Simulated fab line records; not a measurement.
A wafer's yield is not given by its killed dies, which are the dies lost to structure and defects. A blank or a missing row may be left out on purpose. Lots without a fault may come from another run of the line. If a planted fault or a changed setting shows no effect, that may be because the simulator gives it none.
fab line records ; flow n5_finfet
record lots=6; wafers=18; last_day=17
route steps=1938 shown BEOL_M2@852 BEOL_M4@1111
lots untouched by any fault: they come from a run of this same line in which no faults occurred
start_h: start of the lot's first displayed wafer, in hours after the record's first day ; wait_h: how many hours have passed since the lot's step before this one ; " repeats the value in the row above ; L1.1+2: several wafers, shown together as one row ; - value missing, or start not given ; * or withheld: withheld ; < > ~ a bound
route shown NAME@n: a module of which the file shows steps, and the number in the route of the first ; usual: mean/standard deviation taken from wafers without a fault ; same: alike in all rows ; chamber/n: place in a boat ; sites: per-site readings ; _std_site: standard deviation of those values ; _edge_site: inner sites' mean taken away from outer sites' mean ; radius_mm: for every site, how far away it sits from the centre of the wafer ; mask NAME#n: copy n ; behind: the tool/chamber that last shaped the wafer ; hold: why the lot went on hold/how many hours it stayed there/how the hold came to an end ; device: whichever transistor did not switch (one of n, p or np) ; end of line: the same wafers' tests at the end of the route ; a step given without rows: its recipe and nothing more ; killed: not the wafer's yield, but the dies lost to structure and defects at the first sort ; map: per-die view of a wafer (x killed, . not killed, _ where there is no die)
set.NAME: the run value of the setting; set.NAME@STEP: its run value at that earlier step ; model.NAME: the simulator's own value behind a step, which no gauge read
certain route steps with their lots: each step a table, each wafer a row
services: when a tool's chamber went out of use (start_h, in hours from the record's first day, below 0 if earlier), for how many hours, and the reason
## steps
# step N5_BEOL_M2_PEB_09
# recipe peb_temp_c=100; peb_time_s=60; resist=CAR-EUV
# step N5_BEOL_M2_DEVELOP_10
# recipe develop_time_s=30; developer=TMAH; resist=CAR-EUV; rinse_liquid=surfactant_rinse; dry=air_spin; dev_temp_c=23
# step N5_BEOL_M2_CD_MEAS_11
# recipe target_cd_nm=16.79; landing_energy_ev=500; detector=se_inlens; polarity=opening
# usual cd_nm=16.77/0.24
# same landing_energy_ev=500
lot.wafer;tool;chamber;start_h;wait_h;cd_nm
L625.1;cd_sem-01;0;161.51;-;16.87
L625.2;cd_sem-01;0;161.51;-;17.48
L625.6;cd_sem-01;0;161.51;-;17.03
L627.1;cd_sem-03;0;162.45;-;16.64
L627.2;cd_sem-03;0;162.45;-;16.82
L627.5;cd_sem-03;0;162.45;-;16.63
L630.2;cd_sem-03;0;192.66;-;16.94
L630.3;cd_sem-03;0;192.66;-;16.44
L630.5;cd_sem-03;0;192.66;-;16.83
L631.3;cd_sem-01;0;196.44;-;16.69
L631.4;cd_sem-01;0;196.44;-;16.36
L631.5;cd_sem-01;0;196.44;-;16.80
L639.1;cd_sem-03;0;255.35;-;16.76
L639.2;cd_sem-03;0;255.35;-;16.75
L639.6;cd_sem-03;0;255.35;-;17.04
L642.1;cd_sem-02;0;263.91;-;16.82
L642.4;cd_sem-02;0;263.91;-;16.48
L642.5;cd_sem-02;0;263.91;-;16.43
# step N5_BEOL_M2_OVL_MEAS_12
# recipe points_per_wafer=522
# usual M2_OVL=0.6/0.68
# same points_per_wafer=522
lot.wafer;tool;chamber;start_h;wait_h;M2_OVL[nm]
L625.1;overlay-01;0;161.54;0.0;1.0
L625.2;overlay-01;0;161.54;0.0;1.7
L625.6;overlay-01;0;161.54;0.0;1.9
L627.1;overlay-02;0;162.48;0.0;0.2
L627.2;overlay-02;0;162.48;0.0;1.0
L627.5;overlay-02;0;162.48;0.0;0.0
L630.2;overlay-01;0;192.69;0.0;2.0
L630.3;overlay-01;0;192.69;0.0;0.6
L630.5;overlay-01;0;192.69;0.0;0.4
L631.3;overlay-01;0;196.48;0.0;0.4
L631.4;overlay-01;0;196.48;0.0;0.7
L631.5;overlay-01;0;196.48;0.0;1.0
L639.1;overlay-02;0;255.38;0.0;-0.9
L639.2;overlay-02;0;255.38;0.0;-0.7
L639.6;overlay-02;0;255.38;0.0;0.2
L642.1;overlay-01;0;263.94;0.0;0.6
L642.4;overlay-01;0;263.94;0.0;-0.5
L642.5;overlay-01;0;263.94;0.0;0.8
# step N5_BEOL_M2_INSPECT_13
# recipe mode=adi; inspect_instrument=brightfield
# usual raw_defect_count=413/100
lot.wafer;tool;chamber;start_h;wait_h;raw_defect_count
L625.1;defect_inspect-01;-;161.60;0.1;324
L625.2;defect_inspect-01;-;161.60;0.1;312
L625.6;defect_inspect-01;-;161.60;0.1;348
L627.1;defect_inspect-01;-;162.53;0.1;314
L627.2;defect_inspect-01;-;162.53;0.1;308
L627.5;defect_inspect-01;-;162.53;0.1;238
L630.2;defect_inspect-02;-;192.74;0.0;585
L630.3;defect_inspect-02;-;192.74;0.0;686
L630.5;defect_inspect-02;-;192.74;0.0;496
L631.3;defect_inspect-01;-;196.52;0.0;350
L631.4;defect_inspect-01;-;196.52;0.0;382
L631.5;defect_inspect-01;-;196.52;0.0;459
L639.1;defect_inspect-01;-;255.44;0.1;365
L639.2;defect_inspect-01;-;255.44;0.1;340
L639.6;defect_inspect-01;-;255.44;0.1;336
L642.1;defect_inspect-02;-;264.00;0.1;420
L642.4;defect_inspect-02;-;264.00;0.1;425
L642.5;defect_inspect-02;-;264.00;0.1;554
# step N5_BEOL_M2_DESCUM_16
# recipe chemistry=O2; time_s=7; source_power_w=50; bias_power_w=20; pressure_mtorr=20; rf_frequency_hz=2.712e+07; temp_c=40; resist=CAR-EUV; o2_flow_sccm=225
# usual drypump_motor_current_A=5.8/0.52; oes_product_au=0.74/0.084; rf_vpp_V=243.2/1.4; showerhead_plenum_p_Torr=2.10/0.082; temp_c=40.01/0.097; throttle_valve_pct=20.46/0.3
lot.wafer;tool;chamber;start_h;wait_h;drypump_motor_current_A;oes_product_au;rf_hours_counter_h;rf_vpp_V;showerhead_plenum_p_Torr;temp_c;throttle_valve_pct
L625.1;rie_diel-03;2;161.73;0.1;5.6;0.74;169;241.0;2.00;40.23;20.34
L625.2;rie_diel-03;1;161.73;0.1;5.9;0.78;150;243.7;2.20;40.05;20.96
L625.6;rie_diel-03;3;161.73;0.1;6.1;0.68;-;240.8;1.98;40.13;20.37
L627.1;rie_diel-03;2;162.57;0.0;5.7;0.73;169;241.4;2.00;39.99;20.33
L627.2;rie_diel-03;3;162.57;0.0;6.1;0.69;225;242.7;1.98;39.91;20.36
L627.5;rie_diel-03;1;162.57;0.0;5.9;0.78;-;245.5;2.20;40.05;20.96
L630.2;rie_diel-02;3;192.90;0.2;6.3;0.73;184;241.4;2.00;40.03;20.16
L630.3;rie_diel-02;1;192.90;0.2;5.5;0.72;215;242.7;2.08;39.86;20.83
L630.5;rie_diel-02;1;192.90;0.2;5.5;0.72;-;243.8;2.08;39.81;20.84
L631.3;rie_diel-03;0;196.57;0.0;4.9;0.96;4;241.8;2.06;40.03;20.08
L631.4;rie_diel-03;1;196.57;0.0;5.9;0.77;164;243.6;2.19;40.04;21.00
L631.5;rie_diel-03;1;196.57;0.0;5.9;0.77;-;245.0;2.19;39.96;20.96
L639.1;rie_diel-03;1;255.52;0.1;5.9;0.74;190;244.7;2.18;39.82;21.01
L639.2;rie_diel-03;2;255.52;0.1;5.6;0.71;204;241.7;1.98;39.98;20.39
L639.6;rie_diel-03;0;255.52;0.1;4.9;0.89;-;242.5;2.05;40.11;20.09
L642.1;rie_diel-06;1;264.03;0.0;5.2;0.67;222;243.6;2.18;40.06;20.57
L642.4;rie_diel-06;3;264.03;0.0;6.7;0.70;248;243.3;2.13;39.98;20.31
L642.5;rie_diel-06;0;264.03;0.0;5.9;0.71;-;244.3;2.14;39.98;20.49
# step N5_BEOL_M2_ETCH_74
# recipe chemistry=N2/H2; target=underlayer; target_depth_a=65; mask_material=CAR-EUV; time_s=5.2; ion_energy_ev=200; pressure_mtorr=30; source_w=840; bias_w=150; n2_flow_sccm=200; h2_flow_sccm=200; ends=cleared
# usual drypump_motor_current_A=5.8/0.52; etch_rf_on_time_s=5.18/0.15; h2_flow_sccm=200.1/0.58; n2_flow_sccm=199.9/0.6; oes_product_au=0.63/0.075; rf_vpp_V=524/3; showerhead_plenum_p_Torr=2.55/0.095; throttle_valve_pct=17.9/0.33
lot.wafer;tool;chamber;start_h;wait_h;drypump_motor_current_A;etch_rf_on_time_s;h2_flow_sccm;n2_flow_sccm;oes_product_au;rf_hours_counter_h;rf_vpp_V;showerhead_plenum_p_Torr;throttle_valve_pct
L625.1;rie_diel-03;2;161.76;0.0;5.6;5.32;199.8;200.6;0.61;169;521;2.43;17.8
L625.2;rie_diel-03;1;161.76;0.0;6.0;5.01;200.5;201.1;0.67;150;528;2.65;18.4
L625.6;rie_diel-03;3;161.76;0.0;6.1;5.29;200.3;201.1;0.58;-;520;2.41;17.7
L627.1;rie_diel-03;2;162.60;0.0;5.6;5.37;199.8;200.2;0.61;169;522;2.43;17.8
L627.2;rie_diel-03;3;162.60;0.0;6.2;5.30;200.6;200.8;0.57;225;521;2.40;17.7
L627.5;rie_diel-03;1;162.60;0.0;5.9;5.05;200.0;199.9;0.67;-;525;2.65;18.4
L630.2;rie_diel-02;3;192.93;0.0;6.3;5.17;200.1;199.7;0.62;184;522;2.43;17.6
L630.3;rie_diel-02;1;192.93;0.0;5.5;5.34;200.9;199.6;0.61;215;524;2.53;18.3
L630.5;rie_diel-02;1;192.93;0.0;5.5;5.35;201.1;199.8;0.61;-;521;2.53;18.3
L631.3;rie_diel-03;0;196.60;0.0;4.9;4.92;199.3;201.2;0.84;4;522;2.50;17.4
L631.4;rie_diel-03;1;196.60;0.0;5.9;4.93;199.6;199.1;0.67;164;526;2.65;18.4
L631.5;rie_diel-03;1;196.60;0.0;6.0;4.94;200.0;199.1;0.67;-;527;2.65;18.5
L639.1;rie_diel-03;1;255.55;0.0;6.0;4.95;199.4;198.8;0.65;190;525;2.64;18.5
L639.2;rie_diel-03;2;255.55;0.0;5.6;5.38;200.5;199.5;0.60;204;519;2.41;17.9
L639.6;rie_diel-03;0;255.55;0.0;4.9;5.00;199.6;199.7;0.77;-;522;2.49;17.5
L642.1;rie_diel-06;1;264.07;0.0;5.2;5.20;200.0;200.4;0.58;222;525;2.61;17.8
L642.4;rie_diel-06;3;264.07;0.0;6.8;5.44;198.8;199.4;0.57;248;524;2.61;18.0
L642.5;rie_diel-06;0;264.07;0.0;5.9;5.23;201.0;201.0;0.61;-;524;2.62;18.1
# step N5_BEOL_M2_ETCH_63
# recipe chemistry=CF4; target=SiARC; target_depth_a=156; mask_material=CAR-EUV; time_s=26; ion_energy_ev=80; pressure_mtorr=40; source_w=545; bias_w=36; Ar_flow_sccm=100; cf4_flow_sccm=100; ends=cleared
# usual drypump_motor_current_A=5.8/0.52; etch_rf_on_time_s=25.9/0.68; oes_product_au=0.64/0.075; rf_vpp_V=184.2/1.3; showerhead_plenum_p_Torr=2.15/0.075; throttle_valve_pct=15.67/0.26
lot.wafer;tool;chamber;start_h;wait_h;drypump_motor_current_A;etch_rf_on_time_s;oes_product_au;rf_hours_counter_h;rf_vpp_V;showerhead_plenum_p_Torr;throttle_valve_pct
L625.1;rie_diel-03;2;161.78;0.0;5.6;26.5;0.62;169;182.2;2.05;15.58
L625.2;rie_diel-03;1;161.78;0.0;5.9;25.4;0.68;150;184.9;2.23;16.01
L625.6;rie_diel-03;3;161.78;0.0;6.1;26.5;0.58;-;183.4;2.02;15.56
L627.1;rie_diel-03;2;162.62;0.0;5.6;25.9;0.63;169;182.1;2.05;15.60
L627.2;rie_diel-03;3;162.62;0.0;6.1;26.2;0.58;225;182.0;2.02;15.56
L627.5;rie_diel-03;1;162.62;0.0;5.9;24.7;0.68;-;183.2;2.23;16.01
L630.2;rie_diel-02;3;192.95;0.0;6.3;25.5;0.62;184;183.9;2.05;15.41
L630.3;rie_diel-02;1;192.95;0.0;5.5;26.6;0.61;215;184.0;2.11;15.97
L630.5;rie_diel-02;1;192.95;0.0;5.5;26.5;0.60;-;184.5;2.11;15.98
L631.3;rie_diel-03;0;196.62;0.0;4.8;24.9;0.83;4;183.8;2.12;15.27
L631.4;rie_diel-03;1;196.62;0.0;5.9;25.0;0.67;164;184.4;2.22;16.03
L631.5;rie_diel-03;1;196.62;0.0;5.9;25.1;0.67;-;185.5;2.22;16.05
L639.1;rie_diel-03;1;255.57;0.0;5.9;25.4;0.65;190;184.7;2.21;16.09
L639.2;rie_diel-03;2;255.57;0.0;5.6;26.7;0.60;204;183.4;2.04;15.67
L639.6;rie_diel-03;0;255.57;0.0;4.9;25.4;0.77;-;182.2;2.11;15.31
L642.1;rie_diel-06;1;264.08;0.0;5.2;25.6;0.59;222;185.1;2.21;15.74
L642.4;rie_diel-06;3;264.08;0.0;6.8;26.7;0.58;248;186.0;2.21;15.75
L642.5;rie_diel-06;0;264.08;0.0;5.9;26.4;0.61;-;186.1;2.20;15.79
# step N5_BEOL_M2_ETCH_64
# recipe chemistry=N2/H2; target=SOC; target_depth_a=750; overetch_a=225; mask_material=SiARC; temp_c=40; time_s=121.9; ion_energy_ev=200; pressure_mtorr=30; source_w=840; bias_w=150; n2_flow_sccm=200; h2_flow_sccm=200
# usual drypump_motor_current_A=5.8/0.52; h2_flow_sccm=199.9/0.65; n2_flow_sccm=200.0/0.58; oes_product_au=0.56/0.059; rf_vpp_V=524.0/2.8; showerhead_plenum_p_Torr=2.55/0.095; temp_c=40.01/0.1; throttle_valve_pct=17.9/0.33
lot.wafer;tool;chamber;start_h;wait_h;drypump_motor_current_A;h2_flow_sccm;n2_flow_sccm;oes_product_au;rf_hours_counter_h;rf_vpp_V;showerhead_plenum_p_Torr;temp_c;throttle_valve_pct
L625.1;rie_diel-03;2;161.81;0.0;5.7;201.2;200.4;0.56;169;518.9;2.43;39.91;17.8
L625.2;rie_diel-03;1;161.81;0.0;5.9;200.9;200.8;0.59;150;526.2;2.65;40.31;18.4
L625.6;rie_diel-03;3;161.81;0.0;6.1;200.1;198.9;0.52;-;520.7;2.40;39.84;17.7
L627.1;rie_diel-03;2;162.65;0.0;5.6;200.2;200.4;0.55;169;520.5;2.43;40.02;17.8
L627.2;rie_diel-03;3;162.65;0.0;6.1;200.9;200.4;0.52;225;521.1;2.40;40.09;17.7
L627.5;rie_diel-03;1;162.65;0.0;6.0;198.6;200.3;0.59;-;527.5;2.65;40.11;18.4
L630.2;rie_diel-02;3;192.98;0.0;6.3;199.2;201.2;0.55;184;520.8;2.43;39.87;17.6
L630.3;rie_diel-02;1;192.98;0.0;5.5;198.9;200.1;0.55;215;522.5;2.53;39.84;18.3
L630.5;rie_diel-02;1;192.98;0.0;5.5;200.5;200.3;0.54;-;523.2;2.53;40.01;18.3
L631.3;rie_diel-03;0;196.65;0.0;4.9;199.0;200.3;0.72;4;523.8;2.50;39.93;17.4
L631.4;rie_diel-03;1;196.65;0.0;5.9;200.2;201.1;0.59;164;524.9;2.65;39.94;18.4
L631.5;rie_diel-03;1;196.65;0.0;5.9;199.9;200.5;0.59;-;526.6;2.65;39.98;18.4
L639.1;rie_diel-03;1;255.60;0.0;6.0;199.8;199.7;0.57;190;527.5;2.64;40.05;18.4
L639.2;rie_diel-03;2;255.60;0.0;5.6;199.6;200.0;0.54;204;520.5;2.41;40.04;17.8
L639.6;rie_diel-03;0;255.60;0.0;4.9;200.2;200.9;0.67;-;521.8;2.49;39.87;17.4
L642.1;rie_diel-06;1;264.11;0.0;5.2;199.7;199.7;0.51;222;526.6;2.61;39.99;17.8
L642.4;rie_diel-06;3;264.11;0.0;6.8;198.4;198.7;0.52;248;525.2;2.61;39.88;17.9
L642.5;rie_diel-06;0;264.11;0.0;5.9;199.6;199.5;0.54;-;525.4;2.62;39.98;18.1
# step N5_BEOL_M2_STRIP_65
# recipe chemistry=N2/H2; temp_c=40; n2_flow_sccm=200; h2_flow_sccm=200; rf_frequency_hz=6e+07
# step N5_BEOL_M2_STRIP_75
# recipe chemistry=N2/H2; temp_c=40; n2_flow_sccm=200; h2_flow_sccm=200; rf_frequency_hz=6e+07
# step N5_BEOL_M2_STRIP_66
# recipe chemistry=CF4; resist=SiARC; power_w=300; bias_power_w=75; pressure_mtorr=50; cf4_flow_sccm=150; rf_frequency_hz=6e+07
# usual drypump_motor_current_A=5.8/0.52; oes_product_au=0.73/0.077; power_w=299.9/1; rf_vpp_V=271.1/1.6; showerhead_plenum_p_Torr=1.80/0.059; throttle_valve_pct=13.68/0.27
lot.wafer;tool;chamber;start_h;wait_h;drypump_motor_current_A;oes_product_au;power_w;rf_hours_counter_h;rf_vpp_V;showerhead_plenum_p_Torr;throttle_valve_pct
L625.1;rie_diel-03;2;161.94;0.0;5.6;0.73;299.6;169;270.8;1.74;13.66
L625.2;rie_diel-03;1;161.94;0.0;6.0;0.77;301.2;150;273.5;1.86;13.95
L625.6;rie_diel-03;3;161.94;0.0;6.1;0.68;298.6;-;269.1;1.70;13.59
L627.1;rie_diel-03;2;162.78;0.0;5.6;0.73;298.9;169;268.7;1.74;13.66
L627.2;rie_diel-03;3;162.78;0.0;6.1;0.68;298.5;225;270.3;1.70;13.57
L627.5;rie_diel-03;1;162.78;0.0;5.9;0.77;297.3;-;272.0;1.86;13.93
L630.2;rie_diel-02;3;193.11;0.0;6.4;0.71;299.9;184;268.7;1.72;13.45
L630.3;rie_diel-02;1;193.11;0.0;5.5;0.71;300.2;215;271.5;1.77;13.96
L630.5;rie_diel-02;1;193.11;0.0;5.5;0.71;299.9;-;270.0;1.77;13.98
L631.3;rie_diel-03;0;196.78;0.0;4.9;0.93;301.0;4;271.6;1.78;13.22
L631.4;rie_diel-03;1;196.78;0.0;5.9;0.76;300.5;164;272.4;1.85;13.96
L631.5;rie_diel-03;1;196.78;0.0;5.9;0.76;300.1;-;272.2;1.85;13.99
L639.1;rie_diel-03;1;255.73;0.0;5.9;0.74;298.6;190;272.2;1.85;14.04
L639.2;rie_diel-03;2;255.73;0.0;5.6;0.71;298.7;204;268.8;1.73;13.74
L639.6;rie_diel-03;0;255.73;0.0;4.9;0.88;300.0;-;270.7;1.77;13.28
L642.1;rie_diel-06;1;264.24;0.0;5.2;0.67;299.3;222;273.1;1.84;13.73
L642.4;rie_diel-06;3;264.24;0.0;6.8;0.69;299.1;248;271.8;1.85;13.76
L642.5;rie_diel-06;0;264.24;0.0;5.9;0.71;301.1;-;271.7;1.85;13.86
# step N5_BEOL_M2_HM_OPEN_17
# recipe chemistry=Cl2/BCl3; target_depth_a=200; overetch_a=60; target=TiN; mask_material=SOC; ion_energy_ev=150; pressure_mtorr=10; icp_w=1000; bias_w=126; Cl2_flow_sccm=53.25; bcl3_flow_sccm=21.75; Ar_flow_sccm=25
# usual drypump_motor_current_A=5.6/0.59; he_backside_leak_sccm=3.4/0.4; oes_product_au=0.69/0.084; throttle_valve_pct=22.02/0.19
lot.wafer;tool;chamber;start_h;wait_h;drypump_motor_current_A;he_backside_leak_sccm;oes_product_au;rf_hours_counter_h;throttle_valve_pct;model.SOC_of_BEOL_M2_COAT_61.thk_nm
L625.1;rie_metal-01;1;161.98;0.0;5.6;3.9;0.69;28;21.79;52
L625.2;rie_metal-01;0;161.98;0.0;5.0;3.2;0.73;21;22.06;52
L625.6;rie_metal-01;1;161.98;0.0;5.6;3.5;0.69;-;21.77;52.2
L627.1;rie_metal-03;1;162.82;0.0;6.0;3.6;0.56;99;22.00;52.2
L627.2;rie_metal-03;1;162.82;0.0;6.0;3.3;0.55;-;21.98;52.2
L627.5;rie_metal-03;1;162.82;0.0;6.0;3.3;0.56;-;21.97;52.2
L630.2;rie_metal-01;1;193.15;0.0;5.6;3.5;0.69;30;21.79;52.4
L630.3;rie_metal-01;1;193.15;0.0;5.6;3.8;0.69;-;21.80;52.4
L630.5;rie_metal-01;0;193.15;0.0;4.9;3.4;0.71;-;22.07;53
L631.3;rie_metal-01;0;196.85;0.1;5.0;3.3;0.72;-;22.04;53
L631.4;rie_metal-01;1;196.85;0.1;5.6;3.4;0.68;-;21.80;52
L631.5;rie_metal-01;0;196.85;0.1;5.0;3.4;0.73;-;22.06;53
L639.1;rie_metal-02;1;255.77;0.0;6.4;3.1;0.73;22;22.25;52.2
L639.2;rie_metal-02;1;255.77;0.0;6.4;3.0;0.73;-;22.25;51.8
L639.6;rie_metal-02;1;255.77;0.0;6.4;3.2;0.73;-;22.26;52
L642.1;rie_metal-02;0;264.28;0.0;4.9;3.5;0.84;0;21.78;52
L642.4;rie_metal-02;0;264.28;0.0;4.9;3.5;0.85;-;21.77;51.8
L642.5;rie_metal-02;1;264.28;0.0;6.4;3.3;0.73;-;22.25;51.8
# step N5_BEOL_M2_STRIP_19
# recipe chemistry=O2; power_w=400; temp_c=40; pressure_mtorr=30; rf_frequency_hz=6e+07; bias_power_w=0; overash_fraction=0.2; o2_flow_sccm=225
# step N5_BEOL_M4_RC_MEAS_101
# usual DIBL_N=36.3/1.6; DIBL_P=36.4/2.1; IOFF_N=0.16/0.032; IOFF_P=0.22/0.044; ION_N=675/12; ION_P=463/8.3; SS_N=71.6/0.64; SS_P=73.3/0.67; VT_N=250/3.3; VT_P=-250/3.7
lot.wafer;tool;chamber;start_h;wait_h;DIBL_N[mV/V];DIBL_P[mV/V];IOFF_N[nA/um];IOFF_P[nA/um];ION_N[uA/um];ION_P[uA/um];SS_N[mV/dec];SS_P[mV/dec];VT_N[mV];VT_P[mV]
L625.1;prober-02;0;226.12;0.0;37.9;37.7;0.17;0.22;676;462;71.0;73.4;253;-249
L625.2;prober-02;0;226.12;0.0;36.7;36.1;0.15;0.20;657;453;71.7;73.3;255;-254
L625.6;prober-02;0;226.12;0.0;37.2;36.8;0.15;0.21;660;455;71.8;73.8;253;-252
L627.1;prober-02;0;232.19;0.0;36.9;35.8;0.16;0.20;686;462;71.2;72.5;248;-251
L627.2;prober-02;0;232.19;0.0;37.4;36.2;0.18;0.22;687;459;71.3;72.7;246;-248
L627.5;prober-02;0;232.19;0.0;39.1;38.6;0.21;0.25;685;463;72.0;73.3;247;-247
L630.2;prober-01;0;254.86;0.2;37.6;37.0;0.17;0.28;682;475;72.1;72.7;250;-244
L630.3;prober-01;0;254.86;0.2;40.7;41.1;0.23;0.41;683;480;73.0;75.3;246;-240
L630.5;prober-01;0;254.86;0.2;37.5;37.5;0.17;0.29;677;472;72.6;73.3;248;-242
L631.3;prober-02;0;257.31;0.3;34.0;34.5;0.13;0.16;660;454;70.5;73.1;253;-255
L631.4;prober-02;0;257.31;0.3;38.1;38.6;0.21;0.22;677;456;71.4;73.3;247;-252
L631.5;prober-02;0;257.31;0.3;35.2;34.8;0.14;0.17;674;455;70.7;73.0;253;-255
L639.1;prober-01;0;308.42;0.0;37.5;36.8;0.18;0.23;678;454;72.7;74.0;249;-249
L639.2;prober-01;0;308.42;0.0;37.8;36.5;0.19;0.23;686;465;71.9;73.8;247;-249
L639.6;prober-01;0;308.42;0.0;40.3;39.5;0.25;0.28;691;457;72.7;74.4;246;-247
L642.1;prober-01;0;321.61;0.0;39.1;40.5;0.25;0.32;694;475;72.6;74.5;241;-243
L642.4;prober-01;0;321.61;0.0;36.1;36.6;0.17;0.24;680;467;72.0;73.4;247;-247
L642.5;prober-01;0;321.61;0.0;35.1;35.8;0.16;0.24;684;477;71.2;72.7;247;-246
## services
tool;chamber;start_h;hours;kind
rie_metal-03;0;148.66;21.8;repair
rie_diel-03;0;163.82;-;clean
rie_diel-03;0;163.82;-;consumable_replace:focus_ring
rie_diel-03;0;163.82;23.9;scheduled_down
rie_diel-03;0;163.82;23.9;vent_cycle
rie_diel-02;2;187.41;4.7;repair
rie_metal-02;1;199.28;6.9;repair
rie_diel-06;2;204.99;5.7;repair
rie_diel-02;0;209.63;4.7;repair
rie_diel-02;2;215.22;8.0;repair
rie_diel-02;2;223.32;-;clean
rie_diel-02;2;223.32;-;consumable_replace:focus_ring
rie_diel-02;2;223.32;17.2;scheduled_down
rie_diel-02;2;223.32;17.2;vent_cycle
rie_diel-03;2;232.24;9.5;repair
rie_diel-06;-;234.94;0.5;repair
rie_metal-02;0;244.00;-;clean
rie_metal-02;0;244.00;18.0;scheduled_down
rie_diel-03;3;245.80;5.4;repair
rie_diel-03;3;251.28;-;clean
rie_diel-03;3;251.28;-;consumable_replace:focus_ring
rie_diel-03;3;251.28;-;consumable_replace:showerhead
rie_diel-03;3;251.28;21.2;scheduled_down
rie_diel-03;3;251.28;21.2;vent_cycle
## key
first_sign none at tools or gauges
model_effect step=N5_BEOL_M2_HM_OPEN_17; value=SOC_of_BEOL_M2_COAT_61.thk_nm; without=51.8; struck=53
met_at N5_BEOL_M2_HM_OPEN_17
struck_wafers L630.5,L631.3,L631.5
onset_between 161.98 193.15
fault kind=process_parameter_drift; tool=rie_metal-01; chamber=0; onset_h=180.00; steps=N5_BEOL_M2_HM_OPEN_17; channel=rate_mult; offset=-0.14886; shape=step; end_h=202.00
